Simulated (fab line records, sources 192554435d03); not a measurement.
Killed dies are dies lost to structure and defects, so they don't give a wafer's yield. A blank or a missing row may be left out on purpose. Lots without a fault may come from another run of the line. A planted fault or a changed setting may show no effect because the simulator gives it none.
fab line records | flow n5_finfet
record lots=6 wafers=18 last_day=19
route steps=1938 shown FIN_SAQP@122 BEOL_M4@1111 PASSIVATION@1936
lots that met no fault: from a run of the same line without faults
start_h: hours from the record's first day to the start of the lot's first wafer shown | wait_h: hours since the lot's step before | " the same as in the row above | L1.1+2: a row that stands for several wafers | - no value, or no start given | * or withheld: withheld | < > ~ a bound
route shown NAME@n: a module of which the file shows steps, and the number in the route of the first | usual: mean/standard deviation of fault-free wafers | same: alike in all rows | chamber/n: place in a boat | sites: the reading at each site | _std_site: their standard deviation | _edge_site: outer sites' mean less inner sites' | radius_mm: how far each site lies from the wafer's centre | mask NAME#n: copy n | behind: the tool/chamber that last shaped the wafer | hold: why the lot was held/for how many hours/how that ended | device: the transistor (n, p or np) that didn't switch | end of line: the same wafers' tests at the end of the route | a step without rows: its recipe alone | killed: dies lost to structure and defects at the first sort, not the wafer's yield | map: a wafer's dies, x killed, . not, _ none there
set.NAME: the setting as run; set.NAME@STEP: as run at that earlier step | model.NAME: the simulator's own value behind a step, which no gauge read
lots at some steps of the route; a table a step, a row a wafer
services: from which hour (start_h, from the record's first day; less than 0 if before it) a tool's chamber was out of use, for how many hours, and why
## steps
# step N5_FIN_SAQP_STRIP_23
# recipe chemistry=SPM time_s=750 temp_c=130 h2so4_h2o2_vol_ratio=4
# step N5_FIN_SAQP_SRD_66
# recipe dry=ipa_marangoni time_s=30 temp_c=23 rinse_liquid=diw
# step N5_FIN_SAQP_RECESS_75
# recipe chemistry=HF/NH3 target=SiO2 target_depth_a=144 afs_cycles=3 temp_c=30 sublimation_temp_c=180 sublimation_time_s=60
# usual drypump_motor_current_A=5.3/0.35
# same afs_cycles=3 sublimation_time_s=60
# columns lot.wafer tool chamber start_h wait_h drypump_motor_current_A
L185.1 vapor_etch-01 0 28.90 0.0 5.1
L185.2 " 1 " " 5.1
L185.4 " 1 " " 5.1
L196.3 vapor_etch-02 1 96.14 0.2 6.0
L196.4 " 0 " " 5.3
L196.5 " 0 " " 5.3
L197.1 vapor_etch-01 1 101.30 0.0 5.1
L197.2 " 0 " " 5.1
L197.4 " 1 " " 5.2
L201.3 vapor_etch-02 0 124.08 0.1 5.3
L201.5 " 0 " " 5.3
L201.6 " 1 " " 6.0
L203.2 vapor_etch-02 0 137.92 0.0 5.2
L203.4 " 1 " " 6.0
L203.5 " 0 " " 5.3
L207.1 vapor_etch-02 0 160.90 0.0 5.3
L207.3 " 1 " " 6.0
L207.4 " 0 " " 5.2
# step N5_FIN_SAQP_SPACER1_ALD_24
# recipe material=SiO2 target_thk_a=203 temp_c=300 ald_precursor_family=BDEAS ald_co_reactant=O2-plasma pulse_time_s=1 purge_time_s=2 co_reactant_purge_time_s=2 ald_cycles=218 pressure_torr=2
# step N5_FIN_SAQP_SPACER1_ETCHBACK_25
# recipe chemistry=CHF3/O2 mode=anisotropic_etchback target=SiO2 target_depth_a=244 time_s=12.2 pressure_mtorr=30 source_w=650 bias_w=170 Ar_flow_sccm=200 CHF3_flow_sccm=50 O2_flow_sccm=5 ion_energy_ev=200
# step N5_FIN_SAQP_MANDREL1_REMOVE_56
# recipe chemistry=HBr/Cl2/O2 bt_time_s=10 target=a-Si stop_on=SiNx endpoint=OES-SiCl over_etch_frac=1 icp_w=600 bias_w=22 HBr_flow_sccm=150 Cl2_flow_sccm=80 O2_flow_sccm=5 pressure_mtorr=10
# usual drypump_motor_current_A=5.8/0.41 oes_product_au=1.000/0.018 throttle_valve_pct=36.78/0.23
# columns lot.wafer tool chamber start_h wait_h drypump_motor_current_A oes_product_au rf_hours_counter_h throttle_valve_pct
L185.1 rie_si-01 2 30.20 0.1 5.9 1.006 45 37.01
L185.2 " 0 " " 5.8 1.003 8 36.93
L185.4 " 1 " " 5.2 0.977 33 36.53
L196.3 rie_si-01 0 97.38 0.1 5.8 1.006 9 36.95
L196.4 " 3 " " 6.0 0.984 85 36.91
L196.5 " 3 " " 6.0 0.991 - 36.94
L197.1 rie_si-06 3 102.49 0.1 5.2 0.977 140 37.06
L197.2 " 2 " " 5.4 0.986 5 36.52
L197.4 " 1 " " 5.9 1.033 89 36.32
L201.3 rie_si-03 2 125.15 0.1 5.9 1.002 21 36.75
L201.5 " 2 " " 5.9 1.000 - 36.74
L201.6 " 0 " " 6.3 0.985 - 36.99
L203.2 rie_si-06 0 139.15 0.1 6.6 0.996 130 36.84
L203.4 " 2 " " 5.4 0.991 6 36.52
L203.5 " 2 " " 5.4 0.979 - 36.53
L207.1 rie_si-01 1 162.17 0.1 5.2 0.979 36 36.51
L207.3 " 0 " " 5.8 1.010 10 36.95
L207.4 " 3 " " 5.9 1.000 86 36.93
# step N5_FIN_SAQP_CD_MEAS_27
# recipe target_cd_nm=20 landing_energy_ev=1000 detector=se_inlens polarity=line
# usual cd_nm=20.28/0.24
# columns lot.wafer tool chamber start_h wait_h cd_nm
L185.1 cd_sem-03 0 30.31 0.1 20.23
L185.2 " 0 " " 20.11
L185.4 " 0 " " 20.36
L196.3 cd_sem-02 0 97.50 0.1 20.54
L196.4 " 0 " " 19.80
L196.5 " 0 " " 20.28
L197.1 cd_sem-01 0 102.60 0.1 19.91
L197.2 " 0 " " 20.12
L197.4 " 0 " " 20.09
L201.3 cd_sem-02 0 125.26 0.1 20.44
L201.5 " 0 " " 20.56
L201.6 " 0 " " 20.68
L203.2 cd_sem-01 0 139.26 0.1 20.44
L203.4 " 0 " " 20.16
L203.5 " 0 " " 20.51
L207.1 cd_sem-02 0 162.28 0.1 20.21
L207.3 " 0 " " 20.52
L207.4 " 0 " " 20.63
# step N5_FIN_SAQP_ETCH_57
# recipe chemistry=CH3F/O2 target=SiNx mask_material=SiO2 target_depth_a=325 time_s=46.4 pressure_mtorr=30 source_w=395 bias_w=73 Ar_flow_sccm=150 CH3F_flow_sccm=30 O2_flow_sccm=20 ion_energy_ev=120 ends=cleared
# usual drypump_motor_current_A=5.7/0.33 etch_rf_on_time_s=46.2/0.76 oes_product_au=0.67/0.086 rf_fwd_power_W=388.0/1.9 rf_vpp_V=297.6/2.2 showerhead_plenum_p_Torr=2.00/0.063 throttle_valve_pct=16.27/0.27
# columns lot.wafer tool chamber start_h wait_h drypump_motor_current_A etch_rf_on_time_s oes_product_au rf_fwd_power_W rf_hours_counter_h rf_vpp_V showerhead_plenum_p_Torr throttle_valve_pct
L185.1 rie_diel-02 0 30.37 0.1 5.9 45.5 0.66 387.0 118 300.9 2.09 16.02
L185.2 " 3 " " 5.2 45.6 0.66 388.4 128 298.7 2.10 16.16
L185.4 " 1 " " 5.8 47.9 0.59 387.3 220 294.1 1.98 16.44
L196.3 rie_diel-06 3 97.54 0.0 6.1 46.6 0.60 386.6 200 294.0 1.90 16.39
L196.4 " 3 " " 6.2 46.8 0.60 387.2 - 292.4 1.90 16.37
L196.5 " 2 " " 5.7 46.1 0.58 390.3 - 295.8 1.97 16.56
L197.1 rie_diel-01 0 102.65 0.0 5.2 45.8 0.56 387.0 245 297.9 1.97 16.63
L197.2 " 2 " " 5.7 45.6 0.79 383.9 21 296.0 1.96 15.85
L197.4 " 3 " " 6.5 47.6 0.59 389.4 247 299.6 1.98 16.52
L201.3 rie_diel-02 3 125.31 0.0 5.2 47.2 0.64 390.4 166 297.5 2.09 16.25
L201.5 " 2 " " 5.7 46.3 0.78 387.0 - 296.1 1.96 16.04
L201.6 " 0 " " 5.9 46.5 0.62 388.5 - 300.7 2.08 16.08
L203.2 rie_diel-02 2 139.35 0.1 5.7 44.8 0.78 387.5 24 295.9 1.96 16.02
L203.4 " 0 " " 5.9 45.7 0.62 386.0 161 299.9 2.08 16.09
L203.5 " 2 " " 5.7 45.7 0.78 386.2 - 295.7 1.96 16.03
L207.1 rie_diel-01 2 162.43 0.2 5.7 44.9 0.76 387.9 47 297.1 1.96 15.90
L207.3 " 3 " " 6.4 44.4 0.85 389.2 4 296.9 1.97 16.09
L207.4 " 3 " " 6.4 44.9 0.85 388.3 - 298.6 1.97 16.09
# step N5_FIN_SAQP_ETCH_65
# recipe chemistry=CF4 target=SiO2 target_depth_a=40 ion_energy_ev=350 time_s=4.4 pressure_mtorr=10 icp_w=800 bias_w=400 cf4_flow_sccm=80
# usual drypump_motor_current_A=5.8/0.4 oes_product_au=0.999/0.017 rf_fwd_power_W=789/3.8 throttle_valve_pct=21.82/0.15
# columns lot.wafer tool chamber start_h wait_h drypump_motor_current_A oes_product_au rf_fwd_power_W rf_hours_counter_h throttle_valve_pct
L185.1 rie_si-03 1 30.48 0.1 6.1 1.017 789 65 21.86
L185.2 " 3 " " 5.3 1.000 792 6 21.69
L185.4 " 2 " " 5.9 0.991 793 20 21.75
L196.3 rie_si-03 1 97.65 0.1 6.1 1.009 783 67 21.87
L196.4 " 3 " " 5.3 0.992 792 7 21.69
L196.5 " 1 " " 6.1 1.016 784 - 21.90
L197.1 rie_si-03 0 102.75 0.1 6.3 1.009 789 108 22.09
L197.2 " 1 " " 6.1 1.017 786 67 21.89
L197.4 " 2 " " 5.9 0.997 788 21 21.76
L201.3 rie_si-01 2 125.41 0.1 5.9 1.016 787 47 21.85
L201.5 " 2 " " 5.8 1.005 787 - 21.82
L201.6 " 1 " " 5.2 0.977 790 - 21.72
L203.2 rie_si-03 3 139.46 0.1 5.2 0.996 794 8 21.68
L203.4 " 1 " " 6.1 1.021 786 - 21.88
L203.5 " 0 " " 6.3 0.994 797 - 22.06
L207.1 rie_si-03 2 162.54 0.1 5.9 0.998 791 22 21.79
L207.3 " 3 " " 5.2 1.008 793 8 21.69
L207.4 " 1 " " 6.1 1.016 787 68 21.87
# step N5_FIN_SAQP_MANDREL_ETCH_58
# recipe chemistry=HBr/Cl2 target=a-Si target_depth_a=450 bt_time_s=10 stop_on=SiNx mask_material=SiO2 over_etch_frac=0.8 time_s=27 pressure_mtorr=10 icp_w=800 bias_w=75 HBr_flow_sccm=150 Cl2_flow_sccm=80 ends=end_point
# step N5_FIN_SAQP_RECESS_63
# recipe chemistry=HF/NH3 target=SiO2 target_depth_a=180 afs_cycles=3 temp_c=30 sublimation_temp_c=180 sublimation_time_s=60
# step N5_FIN_SAQP_COAT_68
# recipe resist=SOC temp_c=250 time_s=60 spin_rpm=1500 resist_thk_nm=100
# step N5_FIN_SAQP_ETCH_69
# recipe chemistry=N2/H2 target=SOC target_depth_a=1500 stop_on=SiNx ion_energy_ev=100 bias_w=61 pressure_mtorr=30 source_w=850 n2_flow_sccm=200 h2_flow_sccm=200
# usual drypump_motor_current_A=5.7/0.33 h2_flow_sccm=200.0/0.64 oes_product_au=0.76/0.089 rf_fwd_power_W=843.6/2.9 rf_vpp_V=240.7/1.4 showerhead_plenum_p_Torr=2.55/0.078 throttle_valve_pct=17.75/0.23
# columns lot.wafer tool chamber start_h wait_h drypump_motor_current_A h2_flow_sccm oes_product_au rf_fwd_power_W rf_hours_counter_h rf_vpp_V showerhead_plenum_p_Torr throttle_valve_pct model.SOC_of_FIN_SAQP_COAT_68.thk_nm model.etch.depth_nm
L185.1 rie_diel-01 0 31.36 - 5.2 199.5 0.67 843.0 217 240.9 2.51 18.03 5.2 54.89
L185.2 " 1 " " 5.5 200.2 0.73 844.5 167 241.3 2.53 18.10 4.6 55
L185.4 " 3 " " 6.5 201.1 0.70 845.2 - 241.2 2.51 17.82 6 54.5
L196.3 rie_diel-01 1 98.22 - 5.5 199.8 0.71 994.0 193 225.3 2.52 18.16 0 55
L196.4 " 0 " " 5.2 199.9 0.67 996.6 244 226.4 2.50 18.08 0 55
L196.5 " 3 " " 6.4 201.2 0.70 996.9 - 226.9 2.50 17.88 0 55
L197.1 rie_diel-01 2 103.32 - 5.8 200.3 0.91 996.4 21 226.9 2.49 17.36 0 55
L197.2 " 3 " " 6.4 199.8 0.70 997.7 247 226.5 2.50 17.85 0 55
L197.4 " 0 " " 5.1 199.8 0.67 999.2 245 226.1 2.50 18.10 0 55
L201.3 rie_diel-02 3 125.98 - 5.2 201.0 0.73 844.6 166 242.7 2.65 17.66 4.6 55
L201.5 " 2 " " 5.7 200.5 0.91 846.9 - 240.4 2.50 17.56 3.4 55
L201.6 " 0 " " 5.9 200.9 0.72 845.5 - 243.2 2.64 17.57 3.6 55
L203.2 rie_diel-02 2 140.10 - 5.7 198.0 0.88 841.8 24 240.1 2.49 17.58 2.8 55
L203.4 " 0 " " 5.9 200.2 0.72 843.5 162 241.3 2.64 17.61 2 55
L203.5 " 3 " " 5.2 199.9 0.74 839.6 - 243.1 2.65 17.67 3.8 55
L207.1 rie_diel-02 0 163.10 - 5.9 200.2 0.72 844.8 171 243.0 2.63 17.62 2.8 55
L207.3 " 2 " " 5.6 201.5 0.87 845.4 33 239.8 2.49 17.59 4.4 55
L207.4 " 1 " " 5.8 200.3 0.91 841.6 12 239.4 2.50 17.58 5.2 55
# step N5_FIN_SAQP_ETCH_67
# recipe chemistry=CH3F/O2 target=SiNx target_depth_a=300 mask_material=SOC pressure_mtorr=30 source_w=395 bias_w=73 Ar_flow_sccm=150 CH3F_flow_sccm=30 O2_flow_sccm=20 ion_energy_ev=120
# usual drypump_motor_current_A=5.7/0.33 oes_product_au=0.77/0.093 rf_fwd_power_W=390.7/1.4 rf_vpp_V=297.4/2.3 showerhead_plenum_p_Torr=2.01/0.062 throttle_valve_pct=16.30/0.25
# columns lot.wafer tool chamber start_h wait_h drypump_motor_current_A oes_product_au rf_fwd_power_W rf_hours_counter_h rf_vpp_V showerhead_plenum_p_Torr throttle_valve_pct
L185.1 rie_diel-01 0 31.42 0.0 5.2 0.69 390.7 217 300.2 1.98 16.57
L185.2 " 1 " " 5.5 0.73 390.8 167 298.2 2.00 16.73
L185.4 " 3 " " 6.4 0.71 390.2 - 298.8 1.99 16.48
L196.3 rie_diel-01 1 98.28 0.0 5.5 0.71 392.7 193 299.1 1.99 16.77
L196.4 " 0 " " 5.2 0.67 389.6 244 297.3 1.97 16.63
L196.5 " 3 " " 6.4 0.69 392.9 - 299.9 1.98 16.52
L197.1 rie_diel-01 2 103.38 0.0 5.8 0.92 391.5 22 297.6 1.96 15.87
L197.2 " 3 " " 6.4 0.69 392.4 247 298.3 1.98 16.52
L197.4 " 0 " " 5.2 0.66 389.4 245 297.2 1.97 16.63
L201.3 rie_diel-02 3 126.04 0.0 5.2 0.74 391.0 166 298.5 2.09 16.27
L201.5 " 2 " " 5.7 0.92 389.9 - 295.2 1.96 16.04
L201.6 " 0 " " 5.9 0.73 388.6 - 300.3 2.08 16.12
L203.2 rie_diel-02 2 140.16 0.0 5.7 0.91 389.2 24 296.6 1.96 16.04
L203.4 " 0 " " 5.9 0.73 390.4 162 300.1 2.08 16.12
L203.5 " 3 " " 5.2 0.75 394.5 - 297.0 2.08 16.28
L207.1 rie_diel-02 0 163.16 0.0 5.8 0.73 389.6 171 301.4 2.07 16.17
L207.3 " 2 " " 5.6 0.89 388.9 33 296.4 1.96 16.07
L207.4 " 1 " " 5.9 0.93 389.1 12 295.6 1.96 16.07
# step N5_BEOL_M4_RC_MEAS_101
# usual DIBL_N=36.1/1.3 DIBL_P=36.1/1.7 IOFF_N=0.154/0.022 IOFF_P=0.201/0.024 ION_N=675/8.9 ION_P=462/5.9 SS_N=71.5/0.49 SS_P=73.3/0.58 VT_N=250.0/2.7 VT_P=-251.3/2.7
# columns lot.wafer tool chamber start_h wait_h DIBL_N[mV/V] DIBL_P[mV/V] IOFF_N[nA/um] IOFF_P[nA/um] ION_N[uA/um] ION_P[uA/um] SS_N[mV/dec] SS_P[mV/dec] VT_N[mV] VT_P[mV]
L185.1 prober-02 0 169.76 0.0 35.1 35.5 0.153 0.191 684 458 72.4 73.8 250.7 -254.4
L185.2 " 0 " " 35.4 35.5 0.154 0.198 680 464 71.7 72.9 249.4 -253.2
L185.4 " 0 " " 34.4 34.2 0.135 0.179 664 452 71.8 73.6 252.4 -255.0
L197.1 prober-01 0 256.29 0.0 35.1 35.0 0.157 0.187 680 456 71.3 73.0 247.9 -253.6
L197.2 " 0 " " 33.0 32.6 0.118 0.159 668 460 70.3 72.2 255.4 -255.8
L197.4 " 0 " " 34.9 34.5 0.144 0.178 672 455 71.4 73.2 250.3 -252.6
L196.3 prober-01 0 259.90 0.3 38.1 36.9 0.183 0.225 675 458 71.4 74.0 248.3 -248.2
L196.4 " 0 " " 34.9 33.6 0.127 0.176 677 460 70.3 72.9 255.1 -252.1
L196.5 " 0 " " 35.6 34.3 0.136 0.188 667 460 70.6 72.2 251.5 -249.8
L201.3 prober-02 0 288.12 0.3 34.6 34.8 0.126 0.186 664 462 70.6 72.4 253.7 -249.7
L201.5 " 0 " " 35.8 36.2 0.148 0.204 667 465 71.1 73.4 251.6 -249.1
L201.6 " 0 " " 37.4 38.8 0.182 0.242 688 468 71.3 73.9 248.0 -248.0
L203.2 prober-01 0 289.66 0.2 35.2 35.1 0.146 0.190 680 466 71.9 72.8 250.5 -249.6
L203.4 " 0 " " 36.0 36.3 0.148 0.196 670 463 72.3 72.7 251.4 -250.8
L203.5 " 0 " " 33.6 32.6 0.116 0.158 660 457 71.6 71.7 255.8 -252.9
L207.1 prober-01 0 322.46 0.0 34.4 34.5 0.120 0.148 673 461 71.5 72.9 253.3 -257.6
L207.3 " 0 " " 37.1 37.9 0.162 0.182 677 459 71.4 73.9 248.8 -253.7
L207.4 " 0 " " 35.9 36.7 0.149 0.175 671 456 72.4 73.4 249.1 -255.6
# step N5_PASSIVATION_PROBE_49
# usual defect_limited_yield=90.9/1.3 killed_at_M0_to_M3=35/10 killed_at_M4_up=15/5.7 killed_at_contacts=14/6.4 killed_at_front_end=40/11 killed_at_other=4/3.1 killed_dies=108/16 killed_open=71/11 killed_short=34/7.7 sort_bin_5_function=5.4/0.9 sort_bin_6_memory=3.4/0.61 sort_n_pass=1072/16 sort_yield_pct=90.9/1.3
# same gross_dies=1180 killed_at_back_side=0 sort_bin_4_leakage[%]=0 sort_bin_8_speed[%]=0
# columns lot.wafer tool chamber start_h wait_h defect_limited_yield[%] killed_at_M0_to_M3 killed_at_M4_up killed_at_contacts killed_at_front_end killed_at_other killed_dies killed_open killed_short sort_bin_5_function[%] sort_bin_6_memory[%] sort_n_pass sort_yield_pct[%]
L185.1 prober-01 - 285.49 0.0 91.5 23 27 20 27 3 100 62 37 4.7 3.6 1080 91.5
L185.2 prober-01 - 285.54 0.1 90.9 42 18 4 38 5 107 63 44 5.0 3.6 1073 90.9
L185.4 prober-01 - 285.64 0.2 91.0 33 12 17 43 1 106 68 38 5.5 3.1 1074 91.0
L197.1 prober-01 - 364.16 0.0 90.1 48 16 10 43 0 117 75 36 6.1 3.1 1063 90.1
L197.2 prober-01 - 364.21 0.1 91.5 26 15 5 46 8 100 64 36 5.3 2.8 1080 91.5
L197.4 prober-01 - 364.31 0.2 91.4 36 10 8 42 5 101 72 29 5.3 2.7 1079 91.4
L196.3 prober-01 - 364.87 0.1 90.5 32 25 12 41 2 112 80 32 5.3 4.1 1068 90.5
L196.4 prober-01 - 364.92 0.2 91.3 31 19 18 32 3 103 73 29 5.2 3.4 1077 91.3
L196.5 prober-01 - 364.97 0.2 92.2 25 18 15 33 1 92 68 24 4.2 3.1 1088 92.2
L203.2 prober-01 - 400.13 0.1 90.6 38 20 6 47 0 111 78 31 5.2 3.8 1069 90.6
L203.4 prober-01 - 400.23 0.2 86.7 51 34 18 50 4 157 103 53 7.6 5.2 1023 86.7
L203.5 prober-01 - 400.28 0.2 89.7 43 21 13 41 4 122 82 38 5.8 4.1 1058 89.7
L207.1 prober-01 - 447.31 0.0 89.9 41 17 21 37 3 119 78 40 5.7 4.2 1061 89.9
L207.3 prober-01 - 447.41 0.1 89.6 44 14 15 46 4 123 81 41 6.0 4.0 1057 89.6
L207.4 prober-01 - 447.46 0.2 90.0 39 18 14 43 4 118 78 37 5.8 3.7 1062 90.0
# killed by level:class
L185.1 MOL_CONTACT_COAG:geometric_particle:open=12 GATE_CUT:geometric_particle:short=8 MOL_CONTACT_COAG:geometric_particle:short=8 FIN_SAQP:geometric_particle:short=7 BEOL_M4:geometric_particle:open=7 BEOL_M5:geometric_particle:open=5 BEOL_M0_SAQP:geometric_particle:short=4 BEOL_M0_SAQP:geometric_particle:open=4
L185.2 BEOL_M0_SAQP:geometric_particle:short=14 STI_FIN_REVEAL:geometric_particle:open=10 BEOL_M0_SAQP:geometric_particle:open=9 BEOL_M4:geometric_particle:open=8 BEOL_M1:geometric_particle:open=7 FIN_SAQP:geometric_particle:short=6 FIN_SAQP:geometric_particle:open=6 STARTING-WAFER:geometric_particle:short=6
L185.4 MOL_CONTACT_COAG:geometric_particle:open=15 FIN_SAQP:geometric_particle:open=9 STI_FIN_REVEAL:geometric_particle:open=7 BEOL_M0_SAQP:geometric_particle:short=7 BEOL_M4:geometric_particle:open=7 FIN_SAQP:geometric_particle:short=6 GATE_CUT:geometric_particle:short=6 BEOL_M0_SAQP:geometric_particle:open=6
L197.1 BEOL_M0_SAQP:geometric_particle:open=22 FIN_SAQP:geometric_particle:open=13 BEOL_M0_SAQP:geometric_particle:short=13 MOL_CONTACT_COAG:geometric_particle:open=7 STI_FIN_REVEAL:geometric_particle:open=6 BEOL_M4:geometric_particle:open=6 HKMG_FIN:area_etch=6 BEOL_M2:geometric_particle:short=5
L197.2 FIN_SAQP:geometric_particle:open=13 FIN_SAQP:geometric_particle:short=10 BEOL_M0_SAQP:geometric_particle:open=7 BEOL_M3:geometric_particle:open=6 MOL_CONTACT_COAG:geometric_particle:open=5 BEOL_M4:geometric_particle:open=5 SPACER0:geometric_particle:short=4 STARTING-WAFER:geometric_particle:short=4
L197.4 STI_FIN_REVEAL:geometric_particle:open=10 BEOL_M3:geometric_particle:open=10 BEOL_M2:geometric_particle:open=8 FIN_SAQP:geometric_particle:open=7 BEOL_M0_SAQP:geometric_particle:open=7 FIN_SAQP:geometric_particle:short=6 MOL_CONTACT_COAG:geometric_particle:open=5 BEOL_M4:geometric_particle:open=5
L196.3 FIN_SAQP:geometric_particle:open=13 BEOL_M4:geometric_particle:open=13 MOL_CONTACT_COAG:geometric_particle:open=9 BEOL_M2:geometric_particle:open=9 FIN_SAQP:geometric_particle:short=6 STI_FIN_REVEAL:geometric_particle:open=6 BEOL_M0_SAQP:geometric_particle:open=6 GATE_CUT:geometric_particle:short=4
L196.4 MOL_CONTACT_COAG:geometric_particle:open=16 BEOL_M3:geometric_particle:open=13 BEOL_M4:geometric_particle:open=11 BEOL_M2:geometric_particle:open=7 FIN_SAQP:geometric_particle:open=6 FIN_SAQP:geometric_particle:short=5 BEOL_M4:geometric_particle:short=4 STARTING-WAFER:geometric_particle:short=4
L196.5 MOL_CONTACT_COAG:geometric_particle:open=13 FIN_SAQP:geometric_particle:open=10 FIN_SAQP:geometric_particle:short=10 BEOL_M3:geometric_particle:open=8 BEOL_M4:geometric_particle:open=7 BEOL_M1:geometric_particle:open=5 BEOL_M4:geometric_particle:short=5 BEOL_M0_SAQP:geometric_particle:open=4
L203.2 FIN_SAQP:geometric_particle:open=15 BEOL_M4:geometric_particle:open=12 BEOL_M3:geometric_particle:open=11 DUMMY_GATE:geometric_particle:open=7 STI_FIN_REVEAL:geometric_particle:open=6 BEOL_M0_SAQP:geometric_particle:open=6 BEOL_M0_SAQP:geometric_particle:short=5 BEOL_M2:geometric_particle:short=5
L203.4 BEOL_M4:geometric_particle:open=21 MOL_CONTACT_COAG:geometric_particle:open=13 BEOL_M3:geometric_particle:open=12 BEOL_M0_SAQP:geometric_particle:short=10 DUMMY_GATE:geometric_particle:open=8 FIN_SAQP:geometric_particle:short=7 BEOL_M1:geometric_particle:open=7 BEOL_M0_SAQP:geometric_particle:open=6
L203.5 FIN_SAQP:geometric_particle:open=11 STI_FIN_REVEAL:geometric_particle:open=11 MOL_CONTACT_COAG:geometric_particle:open=11 BEOL_M0_SAQP:geometric_particle:short=10 BEOL_M4:geometric_particle:open=10 BEOL_M0_SAQP:geometric_particle:open=8 BEOL_M1:geometric_particle:open=6 BEOL_M2:geometric_particle:open=5
L207.1 MOL_CONTACT_COAG:geometric_particle:open=19 BEOL_M0_SAQP:geometric_particle:short=13 FIN_SAQP:geometric_particle:open=11 BEOL_M3:geometric_particle:open=9 FIN_SAQP:geometric_particle:short=8 BEOL_M0_SAQP:geometric_particle:open=8 STI_FIN_REVEAL:geometric_particle:open=7 DUMMY_GATE:geometric_particle:open=4
L207.3 STI_FIN_REVEAL:geometric_particle:open=19 MOL_CONTACT_COAG:geometric_particle:open=12 FIN_SAQP:geometric_particle:open=11 BEOL_M0_SAQP:geometric_particle:short=9 BEOL_M2:geometric_particle:short=9 BEOL_M0_SAQP:geometric_particle:open=8 BEOL_M4:geometric_particle:open=7 STARTING-WAFER:geometric_particle:short=6
L207.4 MOL_CONTACT_COAG:geometric_particle:open=13 BEOL_M0_SAQP:geometric_particle:short=13 BEOL_M0_SAQP:geometric_particle:open=12 FIN_SAQP:geometric_particle:open=11 FIN_SAQP:geometric_particle:short=9 STI_FIN_REVEAL:geometric_particle:open=8 BEOL_M4:geometric_particle:open=7 BEOL_M0:geometric_particle:open=5
## services
# columns tool chamber start_h hours kind
rie_si-01 3 5.10 1.7 repair
rie_diel-01 1 8.24 6.1 repair
rie_diel-01 2 19.66 - clean
rie_diel-01 2 19.66 - consumable_replace:focus_ring
rie_diel-01 2 19.66 20.3 scheduled_down
rie_diel-01 2 19.66 20.3 vent_cycle
rie_si-01 1 41.51 7.9 repair
rie_diel-02 2 53.04 - clean
rie_diel-02 2 53.04 - consumable_replace:focus_ring
rie_diel-02 2 53.04 25.3 scheduled_down
rie_diel-02 2 53.04 25.3 vent_cycle
rie_si-06 2 83.81 8.7 repair
rie_diel-02 1 106.75 - clean
rie_diel-02 1 106.75 - consumable_replace:focus_ring
rie_diel-02 1 106.75 23.7 scheduled_down
rie_diel-02 1 106.75 23.7 vent_cycle
vapor_etch-01 - 111.08 0.7 repair
rie_si-03 0 111.40 7.7 repair
rie_diel-06 2 112.37 4.9 repair
rie_diel-01 0 119.86 2.2 repair
rie_si-06 - 122.79 0.4 repair
rie_si-03 3 124.96 6.3 repair
rie_si-03 2 136.06 10.6 repair
vapor_etch-01 - 157.57 0.3 repair
## key
first_sign step=N5_FIN_SAQP_ETCH_69 reading=rf_fwd_power_W direction=up sigmas=52 usual=* struck=*
effect step=N5_FIN_SAQP_ETCH_69 reading=rf_vpp_V direction=down sigmas=10 usual=240.7 struck=226.3
model_effect step=N5_FIN_SAQP_ETCH_69 value=SOC_of_FIN_SAQP_COAT_68.thk_nm without=5.467 struck=0
met_at N5_FIN_SAQP_ETCH_69
struck_wafers L196.3,L196.4,L196.5,L197.1,L197.2,L197.4
onset_between 31.36 98.22
fault kind=process_parameter_drift tool=rie_diel-01 chamber=- onset_h=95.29 steps=N5_FIN_SAQP_ETCH_69 channel=source_w offset=153 shape=step end_h=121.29 acts_in=these_recipes_only stated=850
